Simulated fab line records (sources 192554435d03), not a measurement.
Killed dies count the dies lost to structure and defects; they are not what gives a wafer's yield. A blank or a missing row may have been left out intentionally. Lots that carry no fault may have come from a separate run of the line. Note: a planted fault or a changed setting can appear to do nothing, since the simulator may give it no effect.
fab line records	flow n5-finfet
record: lots: 6	wafers: 16	last-day: 17
route steps=1938 shown MOL_CONTACT_COAG@576 BEOL_M4@1111
lots that met no fault: taken from a fault-free run of the same line
start-h: start of the lot's first displayed wafer, in hours after the record's first day	wait-h: time in hours since the lot's previous step	" unchanged from the row above	L1.1+2: a single row standing in for several wafers	- value missing, or start not given	* or withheld: withheld	< > ~ a bound
route shown NAME@n: names a module that has steps shown in the file, with the first one's number in the route	usual: average and standard deviation across the fault-free wafers	same: alike in all rows	chamber/n: place in a boat	sites: each site's reading	_std_site: standard deviation of those values	_edge_site: mean of outer sites minus mean of inner sites	radius-mm: how far each site lies from the wafer's centre	mask NAME#n: copy n	behind: the last tool/chamber to shape the wafer	hold: why the lot was held/for how many hours/how that ended	device: transistor that didn't switch, given as n, p or np	end of line: the tests these same wafers got at the end of their route	a step without rows: its recipe alone	killed: not the wafer's yield, but the dies lost to structure and defects at the first sort	map: a wafer's dies, x killed, . not, _ none there
set.NAME: setting as actually run; set.NAME@STEP: the setting as run at that earlier step	model.NAME: the simulator's own value behind a step, which no gauge read
a table for each step, a row for each wafer; lots at some steps of the route
services: when a tool's chamber went out of use (start-h, in hours from the record's first day, below 0 if earlier), for how many hours, and the reason
== steps ==
step: N5_MOL_CONTACT_COAG_DESCUM_88
recipe: chemistry: O2	time-s: 7	source-power-w: 50	bias-power-w: 20	pressure-mtorr: 20	rf-frequency-hz: 2.712e+07	temp-c: 40	resist: CAR-EUV	o2-flow-sccm: 225
usual: drypump-motor-current-A: 5.7/0.35	oes-product-au: 0.81/0.093	rf-vpp-V: 243.4/1.4	showerhead-plenum-p-Torr: 2.10/0.081	throttle-valve-pct: 20.42/0.19
lot.wafer	tool	chamber	start-h	wait-h	drypump-motor-current-A	oes-product-au	rf-hours-counter-h	rf-vpp-V	showerhead-plenum-p-Torr	throttle-valve-pct
L973.1	rie-diel-03	3	110.46	0.4	5.6	0.88	37	244.2	2.13	20.26
L973.2	"	2	"	"	5.7	0.76	148	242.2	2.01	20.33
L973.5	"	3	"	"	5.6	0.89	-	243.9	2.13	20.27
L976.1	rie-diel-05	1	130.90	0.1	5.8	0.90	37	242.8	2.15	20.26
L976.3	"	0	"	"	5.8	0.74	174	244.9	2.06	20.20
L976.6	"	0	"	"	5.8	0.76	-	243.7	2.06	20.19
L979.1	rie-diel-01	1	151.05	0.2	5.9	0.81	94	245.2	2.23	20.41
L979.3	"	3	"	"	5.1	0.65	252	240.7	1.97	20.60
L979.6	"	0	"	"	6.2	0.80	-	244.8	2.09	20.38
L980.1	rie-diel-01	0	153.99	1.7	6.2	0.79	111	243.3	2.09	20.37
L980.3	"	2	"	"	6.2	1.04	0	243.5	2.13	20.24
L980.5	"	0	"	"	6.2	0.80	-	244.4	2.09	20.37
L988.2	rie-diel-03	0	201.01	0.1	5.5	0.71	204	246.0	2.16	20.84
L988.3	"	3	"	"	5.7	0.84	73	244.7	2.12	20.32
L992.1	rie-diel-01	1	225.66	0.0	5.9	0.76	127	244.1	2.21	20.48
L992.2	"	0	"	"	6.2	0.76	145	241.5	2.08	20.41
step: N5_MOL_CONTACT_COAG_ETCH_89
recipe: chemistry: N2/H2	target: underlayer	target-depth-a: 130	mask-material: CAR-EUV	time-s: 10.4	ion-energy-ev: 200	pressure-mtorr: 30	source-w: 840	bias-w: 150	n2-flow-sccm: 200	h2-flow-sccm: 200	ends: cleared
step: N5_MOL_CONTACT_COAG_ETCH_90
recipe: chemistry: CF4	target: SiARC	target-depth-a: 130	mask-material: CAR-EUV	time-s: 21.7	ion-energy-ev: 80	pressure-mtorr: 40	source-w: 545	bias-w: 36	Ar_flow_sccm: 100	cf4-flow-sccm: 100	ends: cleared
usual: bias-w: 36.00/0.11	drypump-motor-current-A: 5.7/0.35	etch-rf-on-time-s: 21.1/0.62	oes-product-au: 0.70/0.082	rf-vpp-V: 184.3/1.2	showerhead-plenum-p-Torr: 2.16/0.069	throttle-valve-pct: 15.65/0.23
lot.wafer	tool	chamber	start-h	wait-h	bias-w	drypump-motor-current-A	etch-rf-on-time-s	oes-product-au	rf-hours-counter-h	rf-vpp-V	showerhead-plenum-p-Torr	throttle-valve-pct
L973.1	rie-diel-03	3	110.52	0.0	36.17	5.6	20.1	0.77	37	184.6	2.19	15.42
L973.2	"	2	"	"	36.02	5.7	21.5	0.65	148	183.9	2.07	15.60
L973.5	"	3	"	"	36.02	5.6	20.3	0.77	-	183.2	2.19	15.42
L976.1	rie-diel-05	1	130.95	0.0	35.88	5.8	21.2	0.77	37	185.4	2.21	15.39
L976.3	"	0	"	"	36.12	5.8	21.7	0.64	174	185.4	2.11	15.52
L976.6	"	0	"	"	35.90	5.8	21.7	0.63	-	184.8	2.11	15.51
L979.1	rie-diel-01	1	151.10	0.0	35.93	5.9	22.0	0.69	94	184.7	2.23	15.35
L979.3	"	3	"	"	36.06	5.1	21.6	0.56	252	183.6	2.01	15.80
L979.6	"	0	"	"	36.03	6.2	20.6	0.70	-	184.1	2.17	15.77
L980.1	rie-diel-01	0	154.05	0.0	35.99	6.2	20.7	0.70	111	185.8	2.17	15.79
L980.3	"	2	"	"	36.03	6.2	20.5	0.89	0	184.5	2.20	15.50
L980.5	"	0	"	"	35.97	6.2	20.5	0.71	-	184.7	2.17	15.79
L988.2	rie-diel-03	0	201.06	0.0	35.85	5.5	21.0	0.60	204	185.0	2.20	16.03
L988.3	"	3	"	"	35.96	5.6	20.2	0.73	73	185.6	2.17	15.49
L992.1	rie-diel-01	1	225.72	0.0	36.06	5.9	22.4	0.66	127	185.6	2.22	15.43
L992.2	"	0	"	"	36.12	6.2	20.8	0.68	145	184.4	2.16	15.84
step: N5_MOL_CONTACT_COAG_ALD_131
recipe: material: SiO2	target-thk-a: 50	temp-c: 100	ald-precursor-family: BDEAS	ald-co-reactant: O2-plasma	pulse-time-s: 1	co-reactant-pulse-time-s: 1	purge-time-s: 2	co-reactant-purge-time-s: 2	ald-cycles: 35	pressure-torr: 2
step: N5_MOL_CONTACT_COAG_ETCHBACK_132
recipe: chemistry: CHF3	target: SiO2	target-depth-a: 100	time-s: 6.7	ion-energy-ev: 200	pressure-mtorr: 30	source-w: 610	bias-w: 170	Ar_flow_sccm: 200	CHF3_flow_sccm: 50
step: N5_MOL_CONTACT_COAG_ETCH_91
recipe: chemistry: N2/H2	target: SOC	target-depth-a: 600	overetch-a: 210	mask-material: SiARC	temp-c: 40	time-s: 101.2	ion-energy-ev: 200	pressure-mtorr: 30	source-w: 840	bias-w: 150	n2-flow-sccm: 200	h2-flow-sccm: 200
usual: bias-w: 150.0/0.42	drypump-motor-current-A: 5.66/0.29	oes-product-au: 0.66/0.071	rf-vpp-V: 523.8/2.7	showerhead-plenum-p-Torr: 2.53/0.097	throttle-valve-pct: 17.83/0.25
lot.wafer	tool	chamber	start-h	wait-h	bias-w	drypump-motor-current-A	oes-product-au	rf-hours-counter-h	rf-vpp-V	showerhead-plenum-p-Torr	throttle-valve-pct
L973.1	rie-diel-05	2	110.91	0.0	150.3	5.85	0.82	3	522.5	2.52	18.24
L973.2	"	0	"	"	150.0	5.80	0.63	166	523.6	2.53	17.78
L973.5	"	2	"	"	150.2	5.84	0.81	-	522.8	2.52	18.26
L976.1	rie-diel-03	3	131.25	0.0	149.4	5.63	0.72	43	525.9	2.58	17.61
L976.3	"	0	"	"	149.6	5.55	0.60	173	527.9	2.63	18.16
L976.6	"	2	"	"	149.9	5.76	0.63	-	520.0	2.44	17.87
L979.1	rie-diel-03	0	151.42	0.0	150.1	5.55	0.60	182	526.6	2.62	18.17
L979.3	"	0	"	"	150.0	5.54	0.59	-	526.6	2.62	18.17
L979.6	"	0	"	"	150.8	5.56	0.60	-	525.9	2.62	18.18
L980.1	rie-diel-03	3	154.39	0.0	149.9	5.62	0.70	53	525.3	2.58	17.62
L980.3	"	0	"	"	151.4	5.56	0.59	184	525.9	2.62	18.16
L980.5	"	3	"	"	150.5	5.64	0.71	-	525.8	2.58	17.63
L988.2	rie-diel-03	3	201.40	0.0	150.1	5.64	0.68	73	525.5	2.57	17.66
L988.3	"	2	"	"	150.1	5.69	0.61	176	523.5	2.44	17.90
L992.1	rie-diel-03	1	226.01	0.0	149.9	5.36	0.58	232	520.5	2.37	17.89
L992.2	"	0	"	"	150.3	5.53	0.58	212	525.9	2.61	18.23
step: N5_MOL_CONTACT_COAG_STRIP_92
recipe: chemistry: N2/H2	temp-c: 40	n2-flow-sccm: 200	h2-flow-sccm: 200	rf-frequency-hz: 6e+07
step: N5_MOL_CONTACT_COAG_STRIP_93
recipe: chemistry: N2/H2	temp-c: 40	n2-flow-sccm: 200	h2-flow-sccm: 200	rf-frequency-hz: 6e+07
step: N5_MOL_CONTACT_COAG_ETCHBACK_135
recipe: chemistry: CHF3	target: SiO2	target-depth-a: 250	time-s: 16.7	ion-energy-ev: 200	pressure-mtorr: 30	source-w: 610	bias-w: 170	Ar_flow_sccm: 200	CHF3_flow_sccm: 50
usual: bias-w: 170.0/0.49	drypump-motor-current-A: 5.65/0.3	oes-product-au: 0.80/0.091	rf-vpp-V: 522/9.6	showerhead-plenum-p-Torr: 2.38/0.082	throttle-valve-pct: 18.81/0.22
lot.wafer	tool	chamber	start-h	wait-h	bias-w	drypump-motor-current-A	oes-product-au	rf-hours-counter-h	rf-vpp-V	showerhead-plenum-p-Torr	throttle-valve-pct
L973.1	rie-diel-05	2	111.00	0.0	170.1	5.85	1.01	3	524	2.34	18.91
L973.2	"	0	"	"	170.0	5.80	0.76	166	521	2.35	18.57
L973.5	"	2	"	"	170.5	5.86	1.00	-	524	2.34	18.92
L976.1	rie-diel-03	3	131.34	0.0	170.4	5.67	0.88	43	513	2.43	18.62
L976.3	"	0	"	"	170.9	5.56	0.72	173	536	2.45	19.05
L976.6	"	2	"	"	170.1	5.68	0.75	-	509	2.30	18.70
L979.1	rie-diel-03	0	151.55	0.0	169.9	5.56	0.71	182	535	2.45	19.06
L979.3	"	0	"	"	170.1	5.53	0.72	-	534	2.45	19.06
L979.6	"	0	"	"	171.1	5.55	0.71	-	536	2.45	19.05
L980.1	rie-diel-03	3	154.48	0.0	169.5	5.65	0.86	53	513	2.43	18.62
L980.3	"	0	"	"	170.4	5.56	0.71	184	537	2.45	19.06
L980.5	"	3	"	"	169.5	5.60	0.86	-	513	2.43	18.62
L988.2	rie-diel-03	3	201.49	0.0	170.2	5.58	0.85	73	514	2.42	18.65
L988.3	"	2	"	"	170.1	5.71	0.74	176	508	2.29	18.75
L992.1	rie-diel-03	1	226.10	0.0	170.2	5.37	0.70	232	529	2.27	19.07
L992.2	"	0	"	"	169.8	5.54	0.70	212	535	2.44	19.11
step: N5_MOL_CONTACT_COAG_STRIP_118
recipe: chemistry: CHF3	resist: SiARC	rf-frequency-hz: 6e+07
step: N5_MOL_CONTACT_COAG_VIA_ETCH_46
recipe: chemistry: C4F6/O2	target-depth-a: 460	overetch-a: 92	mask-material: SOC	target: SiO2	bias-w: 455	pressure-mtorr: 10	time-s: 40	source-w: 325	Ar_flow_sccm: 300	C4F6_flow_sccm: 10	O2_flow_sccm: 10	ion-energy-ev: 575.3	ends: end-point
step: N5_MOL_CONTACT_COAG_STRIP_96
recipe: chemistry: N2/H2	power-w: 500	temp-c: 40	pressure-mtorr: 50	rf-frequency-hz: 6e+07	overash-fraction: 0.3	bias-power-w: 28	h2-frac: 0.5	n2-flow-sccm: 300	h2-flow-sccm: 300
step: N5_MOL_CONTACT_COAG_ETCH_47
recipe: chemistry: CH3F/O2	target: SiNx	target-depth-a: 270	mask-material: SiO2	stop-on: W	over-etch-frac: 0.2	ion-energy-ev: 120	endpoint: OES-CN	pressure-mtorr: 30	source-w: 395	bias-w: 73	Ar_flow_sccm: 150	CH3F_flow_sccm: 30	O2_flow_sccm: 20	ends: end-point
usual: O2_flow_sccm: 20.00/0.06	bias-w: 73.05/0.22	drypump-motor-current-A: 5.65/0.3	etch-rf-on-time-s: 30.5/0.6	oes-product-au: 0.71/0.08	over-etch-frac: 0.2/0	rf-vpp-V: 296/5.4	showerhead-plenum-p-Torr: 2.00/0.073	throttle-valve-pct: 16.43/0.22
lot.wafer	tool	chamber	start-h	wait-h	O2_flow_sccm	bias-w	drypump-motor-current-A	etch-rf-on-time-s	oes-product-au	over-etch-frac	rf-hours-counter-h	rf-vpp-V	showerhead-plenum-p-Torr	throttle-valve-pct	model.etch.over-etch-s
L973.1	rie-diel-05	2	111.14	0.0	20.03	73.12	5.84	30.0	0.88	0.2	3	298	1.96	16.47	4.996
L973.2	"	0	"	"	19.98	72.96	5.78	31.4	0.67	0.2	166	296	1.97	16.19	5.23
L973.5	"	2	"	"	19.93	72.98	5.86	29.9	0.90	0.2	-	298	1.96	16.48	4.978
L976.1	rie-diel-03	3	131.48	0.0	20.02	73.06	5.68	29.6	0.79	0.2	43	291	2.05	16.24	4.942
L976.3	"	0	"	"	19.96	73.10	5.53	30.7	0.64	0.2	173	305	2.06	16.67	5.117
L976.6	"	2	"	"	19.97	72.93	5.73	31.1	0.67	0.2	-	288	1.92	16.32	5.176
L979.1	rie-diel-03	0	151.76	0.0	20.01	73.23	5.58	30.1	0.64	0.2	182	306	2.06	16.70	5.019
L979.3	"	0	"	"	20.11	72.95	5.54	29.9	0.65	0.2	-	305	2.06	16.70	4.976
L979.6	"	0	"	"	20.05	72.79	5.53	30.3	0.64	0.2	-	306	2.06	16.69	5.048
L980.1	rie-diel-03	3	154.62	0.0	20.01	73.35	5.60	30.8	0.78	0.2	53	292	2.05	16.26	5.128
L980.3	"	0	"	"	19.95	73.07	5.54	30.9	0.64	0.2	184	305	2.06	16.72	5.158
L980.5	"	3	"	"	20.10	73.10	5.60	30.6	0.76	0.2	-	293	2.05	16.24	5.105
L988.2	rie-diel-03	3	201.63	0.0	19.97	73.16	5.59	30.2	0.74	0.21556	73	292	2.04	16.30	5.36
L988.3	"	2	"	"	19.90	73.16	5.71	30.5	0.67	0.2	176	288	1.92	16.36	5.081
L992.1	rie-diel-03	1	226.24	0.0	20.04	73.09	5.39	30.4	0.63	0.2	232	300	1.90	16.67	5.068
L992.2	"	0	"	"	20.04	72.93	5.52	31.0	0.62	0.21556	212	305	2.05	16.76	5.493
step: N5_MOL_CONTACT_COAG_STRIP_119
recipe: chemistry: N2/H2	time-s: 30	power-w: 1000	temp-c: 250	pressure-mtorr: withheld	n2-flow-sccm: 1750	h2-flow-sccm: 3250
usual: drypump-motor-current-A: 5.5/0.39	heater-power-w: 330/24
lot.wafer	tool	chamber	start-h	wait-h	drypump-motor-current-A	heater-power-w	rf-hours-counter-h
L973.1	plasma-asher-02	0	111.54	0.4	5.5	346	40
L973.2	"	1	"	"	5.6	330	40
L973.5	"	1	"	"	5.6	329	-
L976.1	plasma-asher-01	1	131.56	0.1	4.9	358	106
L976.3	"	0	"	"	6.1	287	-
L976.6	"	0	"	"	6.2	284	-
L979.1	plasma-asher-01	1	151.87	0.1	4.9	355	109
L979.3	"	1	"	"	4.9	361	-
L979.6	"	0	"	"	6.1	280	-
L980.1	plasma-asher-02	1	154.70	0.1	5.6	336	49
L980.3	"	1	"	"	5.6	335	-
L980.5	"	1	"	"	5.6	349	-
L988.2	plasma-asher-02	1	201.72	0.1	5.6	343	60
L988.3	"	1	"	"	5.6	334	-
L992.1	plasma-asher-02	0	226.32	0.1	5.5	334	64
L992.2	"	1	"	"	5.6	336	64
step: N5_BEOL_M4_RC_MEAS_101
usual: DIBL_N: 35.4/2.1	DIBL_P: 34.8/2.6	IOFF_N: 0.15/0.037	IOFF_P: 0.19/0.037	ION_N: 677/16	ION_P: 462/9.3	SS_N: 71.4/0.75	SS_P: 72.9/0.77	VT_N: 250/3.7	VT_P: -251/3.5
lot.wafer	tool	chamber	start-h	wait-h	DIBL_N[mV/V]	DIBL_P[mV/V]	IOFF_N[nA/um]	IOFF_P[nA/um]	ION_N[uA/um]	ION_P[uA/um]	SS_N[mV/dec]	SS_P[mV/dec]	VT_N[mV]	VT_P[mV]
L973.1	prober-02	0	183.59	0.0	31.6	28.4	0.09	0.16	664	473	70.1	72.4	255	-252
L973.2	"	0	"	"	35.5	33.2	0.14	0.21	680	470	71.0	72.9	250	-249
L973.5	"	0	"	"	34.3	31.4	0.13	0.18	680	463	70.9	72.7	248	-249
L976.1	prober-02	0	200.79	0.0	36.0	33.9	0.17	0.18	674	453	72.1	73.6	247	-253
L976.3	"	0	"	"	33.0	32.1	0.12	0.16	663	454	71.1	72.6	253	-252
L976.6	"	0	"	"	34.7	34.8	0.16	0.20	696	471	71.1	73.2	246	-249
L980.1	prober-01	0	225.90	0.0	34.1	34.0	0.14	0.21	674	470	71.2	72.5	248	-249
L980.3	"	0	"	"	33.8	33.4	0.12	0.20	660	461	70.9	73.0	255	-249
L980.5	"	0	"	"	32.5	31.7	0.11	0.18	666	469	70.3	72.1	252	-249
L979.1	prober-01	0	226.83	0.5	35.7	34.1	0.15	0.19	686	465	70.6	72.4	248	-251
L979.3	"	0	"	"	40.9	40.4	0.25	0.29	703	473	71.5	75.2	244	-246
L979.6	"	0	"	"	33.8	31.5	0.12	0.15	681	463	70.1	72.3	252	-254
L988.2	prober-01	0	278.99	0.2	38.0	38.3	0.19	0.24	682	472	72.1	73.5	248	-247
L988.3	"	0	"	"	34.9	35.8	0.13	0.20	669	461	71.0	73.3	251	-250
L992.1	prober-01	0	302.88	0.0	36.3	34.1	0.13	0.14	659	445	71.5	73.1	256	-257
L992.2	"	0	"	"	38.0	37.4	0.18	0.20	696	467	71.8	74.3	247	-252
== services ==
tool	chamber	start-h	hours	kind
rie-diel-01	-	87.14	1.0	repair
rie-diel-05	2	88.44	-	clean
rie-diel-05	2	88.44	-	consumable-replace:focus-ring
rie-diel-05	2	88.44	17.2	scheduled-down
rie-diel-05	2	88.44	17.2	vent-cycle
rie-diel-05	3	109.75	-	clean
rie-diel-05	3	109.75	-	consumable-replace:focus-ring
rie-diel-05	3	109.75	20.4	scheduled-down
rie-diel-05	3	109.75	20.4	vent-cycle
rie-diel-01	2	134.57	-	clean
rie-diel-01	2	134.57	-	consumable-replace:esc
rie-diel-01	2	134.57	-	consumable-replace:focus-ring
rie-diel-01	2	134.57	18.7	scheduled-down
rie-diel-01	2	134.57	18.7	vent-cycle
rie-diel-01	-	141.22	1.0	repair
rie-diel-05	-	143.37	14.6	pm
rie-diel-03	3	149.91	2.5	repair
rie-diel-01	3	153.44	-	clean
rie-diel-01	3	153.44	-	consumable-replace:focus-ring
rie-diel-01	3	153.44	-	consumable-replace:showerhead
rie-diel-01	3	153.44	27.5	scheduled-down
rie-diel-01	3	153.44	27.5	vent-cycle
rie-diel-05	-	180.40	15.6	pm
== key ==
first-sign: step: N5_MOL_CONTACT_COAG_ETCH_47	reading: over-etch-frac	direction: up	sigmas: 99+	usual: 0.2	struck: 0.21556
effect none on later readings
model-effect: step: N5_MOL_CONTACT_COAG_ETCH_47	value: etch.over-etch-s	without: 5.034	struck: 5.426
met-at N5_MOL_CONTACT_COAG_ETCH_47
struck-wafers L988.2,L992.2
onset-between 154.62 201.63
fault: kind: process-parameter-drift	tool: rie-diel-03	chamber: -	onset-h: 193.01	steps: N5_MOL_CONTACT_COAG_ETCH_47	channel: over-etch-frac	offset: 0.015561	shape: step	end-h: 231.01	scope: struck-wafers-only	acts-in: these-recipes-only	stated: 0.2
